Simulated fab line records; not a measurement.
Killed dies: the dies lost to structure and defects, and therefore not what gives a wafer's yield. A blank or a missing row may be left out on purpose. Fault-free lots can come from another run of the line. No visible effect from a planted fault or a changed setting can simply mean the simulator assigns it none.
Matching of chambers	flow n5Finfet	N5_MOL_CONTACT_COAG_ETCH_48 on rieDiel-05: 4 sister chambers
The step etches SiOC in C4F6/O2, target depth 15 nm, overetch 4.5 nm, time 17 s. 4 wafers are shown with their chamber, then 12 later ones without.

WAFERS, EACH WITH ITS CHAMBER
wafer	chamber	showerheadPlenumPTorr (Torr)
L085.2	1	2.83
L085.4	0	2.71
L088.1	2	2.95
L088.6	3	2.72

WAFERS MISSING THEIR CHAMBER
wafer	showerheadPlenumPTorr (Torr)
L089.1	2.95
L089.2	2.71
L089.6	2.95
L090.1	2.72
L090.3	2.71
L090.5	2.72
L091.1	2.83
L091.4	2.70
L091.5	2.72
L097.1	2.94
L097.4	2.95
L097.6	2.82

WHICH CHAMBER EACH WENT THROUGH
wafer	from the rows above	in truth
L089.1	2	2
L089.2	0	0
L089.6	2	2
L090.1	3	3
L090.3	0	0
L090.5	3	3
L091.1	1	1
L091.4	0	0
L091.5	3	3
L097.1	2	2
L097.4	2	2
L097.6	1	1
Correctly placed: 12 of 12. Number that these rows cannot place: 0. Placed wrongly: 0.
How it was worked out, from the rows above alone: a wafer's distance from a chamber is the root of the sum, over the readings, of the square of ((its reading less the chamber's mean) divided by the reading's scatter). If the next closest chamber is less than 2 further off than the closest, the wafer can't be placed; otherwise it belongs to the closest. Each chamber's mean is taken over the wafers shown for it. The scatter (one wafer shown for each chamber): square how far every hidden wafer sits from the nearest shown wafer, average those squares and take the square root.
